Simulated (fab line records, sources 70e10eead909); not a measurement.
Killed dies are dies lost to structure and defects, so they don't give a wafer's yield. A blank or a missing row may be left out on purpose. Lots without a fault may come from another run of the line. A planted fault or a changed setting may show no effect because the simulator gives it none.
Which tool did it? | flow nand_harc | 12 lots, 36 wafers sampled, at 1 step of a route of 1302

WHAT THE GAUGES READ, wafer by wafer
NHARC_P_ZERO_WELL_CD_MEAS_37: target cd 720 nm.
lot  | measured    | on        | cd_nm (nm)
L979 | day 2 01:59 | cd_sem-01 | 717.9 719.9 719.3
L980 | day 2 10:10 | cd_sem-02 | 718.9 718.9 720.1
L981 | day 2 20:07 | cd_sem-02 | 719.4 718.3 720.4
L982 | day 3 06:21 | cd_sem-01 | 718.3 719.6 719.1
L983 | day 3 16:05 | cd_sem-02 | 722.7 722.7 721.2
L985 | day 4 12:07 | cd_sem-03 | 719.6 717.6 721.3
L987 | day 5 08:03 | cd_sem-02 | 719.3 720.2 719.8
L988 | day 5 19:26 | cd_sem-01 | 720.2 719.0 721.7
L989 | day 6 04:10 | cd_sem-01 | 721.6 719.8 718.3
L993 | day 7 21:25 | cd_sem-01 | 718.3 723.7 721.4
L995 | day 8 16:07 | cd_sem-03 | 722.1 719.3 718.4
L998 | day 9 22:10 | cd_sem-01 | 719.5 719.2 716.5

WHICH TOOL RAN EACH LOT (tool, then ch and the chambers of the sampled wafers, then the start)
The record holds no process step before these readings.

WHAT THE TOOLS THEMSELVES READ (means of the sampled wafers that have a number; where no wafer has one, the mark that the record gives instead)
The record holds no such reading with a usual standard deviation.

THE ANSWER, worked out from the rows above alone
Rule: what is usual is taken from the lots themselves. Put in order of their means at a reading, lots are off if they are a third of the lots or fewer, leave a main group of 4 or more, and stand apart from it by a gap of 3 or more times the standard deviation of the main group's means; of several such gaps the widest counts. A main group whose means are all the same, to the digits that the tables above print for the reading, isn't used. A lot without any number at a reading at which 4 lots or more have one is off too. The other lots that the step has rows for count as sound. The gauges are gone through in route order, then the tools' own readings, and for those a lot's mean is taken as printed above. The first step at which some lot is off is used, and at that step the reading that is off furthest; a lot without a number counts as furthest.
No lot is off at any reading shown: from this, nothing can be told.

WHAT THE SIMULATOR HAD PUT IN
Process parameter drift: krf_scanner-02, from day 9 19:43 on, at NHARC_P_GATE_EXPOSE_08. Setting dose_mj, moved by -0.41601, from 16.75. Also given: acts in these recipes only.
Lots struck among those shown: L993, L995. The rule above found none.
